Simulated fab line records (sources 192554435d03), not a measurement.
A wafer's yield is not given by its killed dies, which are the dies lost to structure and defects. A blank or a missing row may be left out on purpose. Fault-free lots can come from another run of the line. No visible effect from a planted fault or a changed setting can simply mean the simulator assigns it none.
fab line records    flow n5_finfet
[record] lots = 10  wafers = 28  last_day = 16
route steps=1938 shown BEOL_M1@794 BEOL_M4@1111 PASSIVATION@1936
lots untouched by any fault: they come from a run of this same line in which no faults occurred
start_h: the number of hours between the record's first day and the start of the first shown wafer of the lot    wait_h: how many hours have passed since the lot's step before this one    " repeats the value in the row above    L1.1+2: several wafers, shown together as one row    - value missing, or start not given    * or withheld: withheld    < > ~ a bound
route shown NAME@n: a module of which the file shows steps, and the number in the route of the first    usual: mean and standard deviation over wafers with no fault    same: alike in all rows    chamber/n: place in a boat    sites: the reading at each site    _std_site: the standard deviation of these    _edge_site: outer sites' mean less inner sites'    radius_mm: how far each site lies from the wafer's centre    mask NAME#n: copy n    behind: the tool/chamber that last shaped the wafer    hold: reason for holding the lot/hours on hold/outcome of the hold    device: the n, p or np transistor that did not switch    end of line: tests run on the same wafers once the route is complete    step lacking rows: just its recipe    killed: count of dies lost to structure and defects at first sort (not the wafer's yield)    map: a wafer's dies, marking killed ones x, the rest . and places with no die _
set.NAME: the setting as run; set.NAME@STEP: as run at that earlier step    model.NAME: the simulator's own value behind a step, which no gauge read
steps of the route over a sample of lots; a table a step, a row a wafer
services: a tool's chamber out of use, with start hour (start_h, from the record's first day; less than 0 if before it), hours out, and reason
[[steps]]
[step N5_BEOL_M1_ETCH_70]
[recipe] chemistry = N2/H2  target = SOC  target_depth_a = 800  overetch_a = 160  mask_material = SiARC  temp_c = 40  time_s = 120  ion_energy_ev = 200  pressure_mtorr = 30  source_w = 840  bias_w = 150  n2_flow_sccm = 200  h2_flow_sccm = 200
[usual] drypump_motor_current_A = 5.77/0.24  oes_product_au = 0.59/0.056  rf_vpp_V = 524.2/2.2  showerhead_plenum_p_Torr = 2.56/0.076  throttle_valve_pct = 17.91/0.16
lot.wafer  tool         chamber  start_h  wait_h  drypump_motor_current_A  oes_product_au  rf_hours_counter_h  rf_vpp_V  showerhead_plenum_p_Torr  throttle_valve_pct
L508.2     rie_diel-06  2        136.27   0.0     5.53                     0.54            195                 523.9     2.54                      17.85
L508.3     "            0        "        "       5.85                     0.57            138                 524.1     2.53                      17.97
L508.6     "            0        "        "       5.85                     0.57            -                   524.8     2.53                      17.97
L512.1     rie_diel-06  0        156.38   0.0     5.83                     0.56            145                 524.2     2.53                      17.98
L512.2     "            1        "        "       5.91                     0.57            164                 526.1     2.65                      17.95
L512.4     "            3        "        "       5.80                     0.69            31                  526.6     2.60                      17.95
L513.2     rie_diel-06  3        159.64   0.0     5.84                     0.69            32                  525.1     2.60                      17.96
L513.3     "            1        "        "       5.91                     0.57            164                 527.1     2.65                      17.92
L513.6     "            1        "        "       5.95                     0.57            -                   528.0     2.65                      17.94
L514.1     rie_diel-05  1        170.13   0.0     5.74                     0.57            157                 524.0     2.53                      17.49
L514.3     "            0        "        "       5.84                     0.59            142                 521.7     2.44                      17.89
L514.6     "            0        "        "       5.86                     0.59            -                   520.2     2.44                      17.90
L519.2     rie_diel-05  3        190.94   0.0     6.14                     0.69            16                  528.7     2.71                      17.93
L519.3     "            0        "        "       5.86                     0.59            149                 521.0     2.43                      17.92
L520.4     rie_diel-06  3        206.66   0.0     5.80                     0.67            45                  525.1     2.59                      17.99
L520.5     "            3        "        "       5.79                     0.68            -                   525.1     2.59                      17.98
L520.6     "            0        "        "       5.82                     0.56            -                   523.3     2.52                      18.01
L521.2     rie_diel-06  2        208.36   0.0     5.51                     0.53            216                 523.3     2.53                      17.89
L521.4     "            0        "        "       5.82                     0.56            160                 524.3     2.52                      18.00
L521.6     "            3        "        "       5.79                     0.67            -                   523.3     2.59                      17.99
L522.2     rie_diel-06  3        214.55   0.0     5.78                     0.67            48                  524.8     2.59                      17.99
L522.3     "            1        "        "       5.92                     0.56            181                 526.6     2.64                      17.96
L522.6     "            3        "        "       5.80                     0.67            -                   524.7     2.59                      17.98
L524.1     rie_diel-05  1        235.16   0.0     5.76                     0.56            181                 524.9     2.52                      17.54
L524.2     "            0        "        "       5.85                     0.57            165                 521.5     2.43                      17.94
L526.1     rie_diel-06  1        241.21   0.0     5.94                     0.56            189                 525.9     2.64                      17.99
L526.3     "            2        "        "       5.53                     0.53            227                 522.7     2.52                      17.92
L526.4     "            3        "        "       5.79                     0.66            55                  524.2     2.59                      18.01
[step N5_BEOL_M1_SPUTTER_79]
[recipe] material = Cu  target_thk_a = 45  temp_c = -20  chamber_pressure_pa = 0.07  power_w = withheld  time_s = 8.29
[usual] chamber_pressure_pa = 0.07/0.00017  chuck_gas_flow_sccm = 1.26/0.058  chuck_sensor_temp_C = -15.9/0.4  susceptor_temp_C = -20.00/0.11  throttle_valve_pct = 29.8/0.99
lot.wafer  tool            chamber  start_h  wait_h  chamber_pressure_pa  chuck_gas_flow_sccm  chuck_sensor_temp_C  susceptor_temp_C  throttle_valve_pct
L508.2     pvd_sputter-03  -        137.90   0.1     0.07004              1.45                 -16.9                -19.84            29.8
L508.3     "               -        "        "       0.06989              1.22                 -15.9                -19.95            30.4
L508.6     "               -        "        "       0.07016              1.14                 -15.5                -19.89            29.3
L512.1     pvd_sputter-03  -        158.30   0.1     0.07013              1.36                 -16.8                -19.91            30.0
L512.2     "               -        "        "       0.06982              1.24                 -15.5                -20.00            29.1
L512.4     "               -        "        "       0.0701               1.24                 -15.9                -20.12            30.6
L513.2     pvd_sputter-02  -        161.55   0.1     0.06998              1.29                 -16.1                -20.19            28.8
L513.3     "               -        "        "       0.06991              1.22                 -16.0                -20.12            28.5
L513.6     "               -        "        "       0.06978              1.34                 -16.2                -20.08            28.5
L514.1     pvd_sputter-02  -        171.96   0.1     0.07015              1.24                 -16.3                -19.94            28.6
L514.3     "               -        "        "       0.07013              1.30                 -15.8                -19.99            31.4
L514.6     "               -        "        "       0.07023              1.23                 -16.2                -19.94            28.9
L519.2     pvd_sputter-02  -        192.93   0.1     0.0699               1.31                 -15.9                -20.10            29.9
L519.3     "               -        "        "       0.0702               1.19                 -16.0                -20.07            28.4
L520.4     pvd_sputter-03  -        208.83   0.1     0.07037              1.23                 -16.0                -20.02            30.7
L520.5     "               -        "        "       0.07007              1.22                 -15.6                -19.98            29.2
L520.6     "               -        "        "       0.07022              1.22                 -15.9                -20.05            30.4
L521.2     pvd_sputter-03  -        210.67   0.1     0.07015              1.32                 -16.8                -20.15            29.7
L521.4     "               -        "        "       0.07014              1.19                 -15.5                -20.15            30.2
L521.6     "               -        "        "       0.07003              1.18                 -16.9                -20.11            30.2
L522.2     pvd_sputter-02  -        216.05   0.1     0.06991              1.18                 -16.0                -19.76            29.9
L522.3     "               -        "        "       0.06998              1.19                 -16.1                -20.02            28.9
L522.6     "               -        "        "       0.07032              1.27                 -16.2                -19.87            28.9
L524.1     pvd_sputter-02  -        237.37   0.1     0.07024              1.17                 -16.1                -20.11            28.6
L524.2     "               -        "        "       0.06981              1.19                 -15.9                -20.03            30.2
L526.1     pvd_sputter-03  -        243.09   0.1     0.07005              1.27                 -15.9                -20.04            30.9
L526.3     "               -        "        "       0.06997              1.27                 -15.5                -20.10            29.4
L526.4     "               -        "        "       0.06977              1.22                 -16.8                -19.88            30.0
[step N5_BEOL_M1_ANNEAL_95]
[recipe] temp_c = 400  time_s = 240  ambient = vacuum
[usual] heater_power_w = 813/76  susceptor_temp_C = 400.02/0.22
lot.wafer  tool            chamber  start_h  wait_h  heater_power_w  susceptor_temp_C
L508.2     pvd_sputter-03  -        139.30   0.0     820             400.28
L508.3     "               -        "        "       728             400.19
L508.6     "               -        "        "       872             400.04
L512.1     pvd_sputter-03  -        159.70   0.0     799             399.93
L512.2     "               -        "        "       870             399.45
L512.4     "               -        "        "       767             399.97
L513.2     pvd_sputter-02  -        162.95   0.0     800             400.21
L513.3     "               -        "        "       762             400.21
L513.6     "               -        "        "       760             399.90
L514.1     pvd_sputter-02  -        173.36   0.0     795             399.64
L514.3     "               -        "        "       840             399.96
L514.6     "               -        "        "       809             399.76
L519.2     pvd_sputter-02  -        194.33   0.0     855             399.93
L519.3     "               -        "        "       738             400.36
L520.4     pvd_sputter-03  -        210.23   0.0     737             399.84
L520.5     "               -        "        "       875             400.23
L520.6     "               -        "        "       747             399.79
L521.2     pvd_sputter-03  -        212.07   0.0     837             399.74
L521.4     "               -        "        "       642             400.16
L521.6     "               -        "        "       798             400.05
L522.2     pvd_sputter-02  -        217.45   0.0     873             399.97
L522.3     "               -        "        "       826             399.95
L522.6     "               -        "        "       825             400.28
L524.1     pvd_sputter-02  -        238.77   0.0     761             400.32
L524.2     "               -        "        "       883             400.07
L526.1     pvd_sputter-03  -        244.49   0.0     751             400.38
L526.3     "               -        "        "       865             399.96
L526.4     "               -        "        "       809             400.24
[step N5_BEOL_M1_SPUTTER_96]
[recipe] material = Cu  target_thk_a = 45  temp_c = -20  chamber_pressure_pa = 0.07  power_w = withheld  time_s = 8.29
[usual] chamber_pressure_pa = 0.06998/0.00015  chuck_gas_flow_sccm = 1.26/0.052  chuck_sensor_temp_C = -15.9/0.4  susceptor_temp_C = -20.00/0.1  throttle_valve_pct = 29.8/1
lot.wafer  tool            chamber  start_h  wait_h  chamber_pressure_pa  chuck_gas_flow_sccm  chuck_sensor_temp_C  susceptor_temp_C  throttle_valve_pct
L508.2     pvd_sputter-03  -        139.44   0.1     0.06961              1.15                 -16.9                -20.10            29.8
L508.3     "               -        "        "       0.06983              1.24                 -16.0                -19.89            30.7
L508.6     "               -        "        "       0.0703               1.21                 -15.6                -20.09            29.4
L512.1     pvd_sputter-03  -        159.84   0.1     -                    -                    -                    -                 -
L512.2     "               -        "        "       -                    -                    -                    -                 -
L512.4     "               -        "        "       -                    -                    -                    -                 -
L513.2     pvd_sputter-02  -        163.09   0.1     -                    -                    -                    -                 -
L513.3     "               -        "        "       -                    -                    -                    -                 -
L513.6     "               -        "        "       -                    -                    -                    -                 -
L514.1     pvd_sputter-02  -        173.50   0.1     -                    -                    -                    -                 -
L514.3     "               -        "        "       -                    -                    -                    -                 -
L514.6     "               -        "        "       -                    -                    -                    -                 -
L519.2     pvd_sputter-02  -        194.47   0.1     0.07028              1.26                 -16.0                -19.97            30.1
L519.3     "               -        "        "       0.07008              1.33                 -16.1                -20.05            28.4
L520.4     pvd_sputter-03  -        210.37   0.1     0.07004              1.24                 -15.8                -20.02            30.4
L520.5     "               -        "        "       0.07002              1.26                 -15.6                -19.92            29.3
L520.6     "               -        "        "       0.07004              1.25                 -15.8                -19.98            30.6
L521.2     pvd_sputter-03  -        212.21   0.1     0.06993              1.30                 -17.0                -19.99            30.3
L521.4     "               -        "        "       0.06975              1.29                 -15.6                -20.08            30.3
L521.6     "               -        "        "       0.07012              1.29                 -16.9                -20.02            30.0
L522.2     pvd_sputter-02  -        217.59   0.1     0.06974              1.18                 -15.9                -19.88            30.1
L522.3     "               -        "        "       0.06991              1.16                 -16.3                -19.96            28.6
L522.6     "               -        "        "       0.07009              1.14                 -16.2                -19.89            28.8
L524.1     pvd_sputter-02  -        238.91   0.1     0.06998              1.24                 -15.9                -19.89            28.6
L524.2     "               -        "        "       0.06996              1.33                 -15.9                -20.23            30.1
L526.1     pvd_sputter-03  -        244.63   0.1     0.06999              1.24                 -16.1                -20.09            30.8
L526.3     "               -        "        "       0.06993              1.21                 -15.3                -20.00            29.5
L526.4     "               -        "        "       0.0702               1.31                 -16.9                -20.15            30.0
[step N5_BEOL_M4_RC_MEAS_101]
[usual] DIBL_N = 36.6/2.1  DIBL_P = 36.3/2.2  IOFF_N = 0.16/0.036  IOFF_P = 0.21/0.038  ION_N = 671/12  ION_P = 460/7.5  SS_N = 71.8/0.72  SS_P = 73.3/0.72  VT_N = 250/3.2  VT_P = -250/3.5
lot.wafer  tool       chamber  start_h  wait_h  DIBL_N[mV/V]  DIBL_P[mV/V]  IOFF_N[nA/um]  IOFF_P[nA/um]  ION_N[uA/um]  ION_P[uA/um]  SS_N[mV/dec]  SS_P[mV/dec]  VT_N[mV]  VT_P[mV]
L508.2     prober-01  0        171.84   0.2     39.8          37.1          0.20           0.26           678           469           72.1          73.7          249       -245
L508.3     "          0        "        "       37.9          35.5          0.17           0.24           679           473           71.9          73.5          247       -246
L508.6     "          0        "        "       39.4          36.5          0.19           0.25           666           460           72.7          73.9          247       -246
L512.1     prober-01  0        192.08   0.0     37.5          36.5          0.18           0.23           673           463           71.3          73.2          247       -248
L512.2     "          0        "        "       38.7          37.5          0.21           0.27           697           474           72.4          73.8          246       -245
L512.4     "          0        "        "       39.7          39.3          0.24           0.32           686           464           72.7          74.3          242       -242
L513.2     prober-01  0        196.20   0.2     38.5          37.8          0.21           0.25           682           463           72.4          73.7          245       -249
L513.3     "          0        "        "       38.6          37.6          0.19           0.24           673           457           72.1          74.1          249       -250
L513.6     "          0        "        "       39.4          37.8          0.20           0.25           678           463           73.1          74.3          249       -248
L514.1     prober-02  0        212.55   0.0     38.0          36.7          0.17           0.23           659           459           72.0          73.5          249       -247
L514.3     "          0        "        "       39.1          37.5          0.18           0.24           674           465           72.2          73.8          248       -248
L514.6     "          0        "        "       40.2          38.5          0.21           0.26           673           461           72.8          73.4          245       -247
L519.2     prober-01  0        227.19   0.2     36.3          36.0          0.15           0.20           648           449           71.5          72.8          251       -248
L519.3     "          0        "        "       38.9          39.8          0.22           0.26           677           462           72.6          73.6          246       -245
L520.4     prober-01  0        242.73   0.5     40.5          39.9          0.23           0.26           696           469           72.1          74.7          244       -249
L520.5     "          0        "        "       42.0          42.1          0.27           0.30           694           470           73.8          74.8          246       -244
L520.6     "          0        "        "       40.0          37.6          0.20           0.21           666           452           73.2          73.8          249       -251
L521.2     prober-01  0        243.35   0.7     34.3          34.3          0.13           0.17           644           444           72.1          73.3          256       -256
L521.4     "          0        "        "       35.9          36.8          0.16           0.21           667           463           71.9          72.9          250       -252
L521.6     "          0        "        "       36.2          37.5          0.17           0.22           673           458           72.4          73.7          246       -251
L522.2     prober-02  0        247.75   0.2     36.7          37.9          0.18           0.20           693           467           71.2          73.5          249       -253
L522.3     "          0        "        "       36.1          37.2          0.16           0.19           675           455           70.8          73.3          250       -253
L522.6     "          0        "        "       38.2          38.9          0.19           0.22           673           460           72.4          73.5          251       -248
L524.1     prober-02  0        272.36   0.0     32.8          32.3          0.12           0.17           668           464           70.8          73.3          254       -250
L524.2     "          0        "        "       33.8          34.7          0.15           0.21           684           470           71.4          73.4          248       -248
L526.1     prober-01  0        279.65   0.0     37.1          38.6          0.14           0.21           657           457           71.7          74.2          252       -251
L526.3     "          0        "        "       36.6          35.5          0.13           0.16           653           443           71.6          73.5          254       -257
L526.4     "          0        "        "       35.7          35.3          0.12           0.16           648           447           71.1          72.5          255       -254
[step N5_PASSIVATION_PROBE_49]
[usual] defect_limited_yield = 91.1/1.4  killed_at_M0_to_M3 = 33/9.1  killed_at_M4_up = 14/5.6  killed_at_contacts = 13/5.7  killed_at_front_end = 42/12  killed_at_other = 4/3  killed_dies = 105/16  killed_open = 69/11  killed_short = 34/7.5  sort_bin_4_leakage = 0.00/0.0072  sort_bin_5_function = 5.2/0.91  sort_bin_6_memory = 3.3/0.64  sort_bin_8_speed = 0.0/0.37  sort_n_pass = 1075/16  sort_yield_pct = 91.1/1.4
[same] gross_dies = 1180  killed_at_back_side = 0
lot.wafer  tool       chamber  start_h  wait_h  defect_limited_yield[%]  killed_at_M0_to_M3  killed_at_M4_up  killed_at_contacts  killed_at_front_end  killed_at_other  killed_dies  killed_open  killed_short  sort_bin_4_leakage[%]  sort_bin_5_function[%]  sort_bin_6_memory[%]  sort_bin_8_speed[%]  sort_n_pass  sort_yield_pct[%]
L512.1     prober-01  -        296.94   0.0     89.7                     35                  14               31                  33                   9                122          75           43            0                      5.8                     4.2                   0                    1058         89.7
L512.2     prober-01  -        296.99   0.1     90.5                     46                  18               13                  31                   4                112          65           34            0                      5.7                     3.6                   0                    1068         90.5
L512.4     prober-01  -        297.09   0.2     89.7                     62                  12               9                   31                   7                121          69           42            0                      5.3                     4.7                   0                    1059         89.7
L513.2     prober-01  -        300.77   0.5     88.9                     46                  8                9                   64                   4                131          74           48            0                      6.8                     4.2                   0                    1049         88.9
L513.3     prober-01  -        300.82   0.5     88.6                     45                  13               16                  52                   8                134          75           47            0                      6.9                     4.1                   0                    1046         88.6
L513.6     prober-01  -        300.97   0.7     89.2                     36                  17               15                  54                   6                128          82           39            0                      6.4                     4.1                   0                    1052         89.2
L514.1     prober-01  -        311.01   0.2     92.2                     38                  12               11                  30                   1                92           64           25            0                      4.4                     3.2                   0                    1088         92.2
L514.3     prober-01  -        311.11   0.3     92.1                     35                  8                11                  39                   0                93           51           33            0                      4.7                     2.9                   0                    1087         92.1
L514.6     prober-01  -        311.26   0.4     88.8                     41                  10               8                   68                   5                132          80           43            0                      6.1                     4.7                   0                    1048         88.8
L522.2     prober-02  -        346.04   0.1     90.8                     27                  26               3                   51                   1                108          77           30            0                      5.3                     3.6                   0                    1072         90.8
L522.3     prober-02  -        346.09   0.1     91.7                     38                  13               15                  31                   1                98           66           31            0                      5.3                     2.8                   0                    1082         91.7
L522.6     prober-02  -        346.24   0.3     92.2                     27                  20               10                  35                   0                92           69           21            0                      4.1                     3.6                   0                    1088         92.2
// killed by level:class
L512.1 MOL_CONTACT_COAG:geometric_particle:open=27 BEOL_M0_SAQP:geometric_particle:short=13 BEOL_M4:geometric_particle:open=6 DUMMY_GATE:geometric_particle:open=5 BEOL_M2:geometric_particle:open=5 FIN_SAQP:geometric_particle:short=4 GATE_CUT:geometric_particle:open=4 MOL_CONTACT_COAG:geometric_particle:short=4
L512.2 BEOL_M1:interface_void_opened=12 MOL_CONTACT_COAG:geometric_particle:open=9 BEOL_M4:geometric_particle:open=9 BEOL_M3:geometric_particle:open=8 BEOL_M0_SAQP:geometric_particle:open=7 BEOL_M0_SAQP:geometric_particle:short=6 DUMMY_GATE:geometric_particle:open=5 MOL_CONTACT_COAG:geometric_particle:short=4
L512.4 BEOL_M0_SAQP:geometric_particle:short=12 BEOL_M1:geometric_particle:open=10 BEOL_M1:interface_void_opened=9 BEOL_M2:geometric_particle:open=8 BEOL_M3:geometric_particle:open=8 FIN_SAQP:geometric_particle:short=7 MOL_CONTACT_COAG:geometric_particle:open=7 BEOL_M0_SAQP:geometric_particle:open=7
L513.2 FIN_SAQP:geometric_particle:short=20 FIN_SAQP:geometric_particle:open=19 STI_FIN_REVEAL:geometric_particle:open=14 BEOL_M0_SAQP:geometric_particle:short=13 BEOL_M0_SAQP:geometric_particle:open=10 BEOL_M1:interface_void_opened=7 MOL_CONTACT_COAG:geometric_particle:open=6 BEOL_M0:geometric_particle:open=4
L513.3 FIN_SAQP:geometric_particle:short=18 MOL_CONTACT_COAG:geometric_particle:open=13 FIN_SAQP:geometric_particle:open=10 BEOL_M0_SAQP:geometric_particle:open=10 DUMMY_GATE:geometric_particle:open=9 BEOL_M0_SAQP:geometric_particle:short=9 BEOL_M1:interface_void_opened=9 BEOL_M1:geometric_particle:open=7
L513.6 FIN_SAQP:geometric_particle:short=15 FIN_SAQP:geometric_particle:open=13 MOL_CONTACT_COAG:geometric_particle:open=12 BEOL_M0_SAQP:geometric_particle:open=10 DUMMY_GATE:geometric_particle:open=8 BEOL_M0_SAQP:geometric_particle:short=7 BEOL_M2:geometric_particle:open=7 BEOL_M5:geometric_particle:open=6
L514.1 BEOL_M0_SAQP:geometric_particle:open=13 MOL_CONTACT_COAG:geometric_particle:open=9 STI_FIN_REVEAL:geometric_particle:open=8 BEOL_M0_SAQP:geometric_particle:short=8 FIN_SAQP:geometric_particle:open=5 DUMMY_GATE:geometric_particle:open=4 BEOL_M1:geometric_particle:open=4 BEOL_M2:geometric_particle:open=4
L514.3 FIN_SAQP:geometric_particle:short=9 BEOL_M1:interface_void_opened=9 BEOL_M0_SAQP:geometric_particle:open=8 STI_FIN_REVEAL:geometric_particle:open=6 MOL_CONTACT_COAG:geometric_particle:open=6 FIN_SAQP:geometric_particle:open=5 MOL_CONTACT_COAG:geometric_particle:short=5 BEOL_M1:geometric_particle:open=5
L514.6 STI_FIN_REVEAL:geometric_particle:open=26 FIN_SAQP:geometric_particle:short=10 BEOL_M0_SAQP:geometric_particle:short=10 BEOL_M0_SAQP:geometric_particle:open=10 BEOL_M1:interface_void_opened=9 FIN_SAQP:geometric_particle:open=8 MOL_CONTACT_COAG:geometric_particle:open=6 STI_FIN_REVEAL:geometric_particle:short=5
L522.2 STI_FIN_REVEAL:geometric_particle:open=18 BEOL_M2:geometric_particle:open=10 BEOL_M4:geometric_particle:open=10 FIN_SAQP:geometric_particle:short=6 FIN_SAQP:geometric_particle:open=6 GATE_CUT:geometric_particle:short=6 BEOL_M0_SAQP:geometric_particle:short=5 BEOL_M0_SAQP:geometric_particle:open=5
L522.3 MOL_CONTACT_COAG:geometric_particle:open=12 BEOL_M0_SAQP:geometric_particle:short=10 BEOL_M0_SAQP:geometric_particle:open=8 GATE_CUT:geometric_particle:short=5 BEOL_M1:geometric_particle:open=5 BEOL_M6:geometric_particle:open=5 FIN_SAQP:geometric_particle:short=4 STI_FIN_REVEAL:geometric_particle:open=4
L522.6 STI_FIN_REVEAL:geometric_particle:open=20 MOL_CONTACT_COAG:geometric_particle:open=9 BEOL_M4:geometric_particle:open=8 BEOL_M3:geometric_particle:open=5 BEOL_M0_SAQP:geometric_particle:open=5 BEOL_M5:geometric_particle:open=5 STI_FIN_REVEAL:geometric_particle:short=4 BEOL_M0:geometric_particle:open=4
[[services]]
tool         chamber  start_h  hours  kind
rie_diel-06  1        113.13   2.7    repair
rie_diel-05  3        126.60   -      clean
rie_diel-05  3        126.60   -      consumable_replace:focus_ring
rie_diel-05  3        126.60   -      consumable_replace:showerhead
rie_diel-05  2        147.57   7.4    repair
[[key]]
[first_sign] step = N5_BEOL_M1_SPUTTER_96  reading = tool_record  direction = missing
effect none on later readings
met_at N5_BEOL_M1_SPUTTER_96
struck_lots L512,L513,L514
not_acting_at N5_BEOL_M1_ETCH_70,N5_BEOL_M1_SPUTTER_79,N5_BEOL_M1_ANNEAL_95
onset_between 139.44 159.84
[fault] kind = skipped_step_whole  tool = pvd_sputter-02,pvd_sputter-03  chamber = -  onset_h = 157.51  steps = N5_BEOL_M1_SPUTTER_96  scope = struck_lots_only
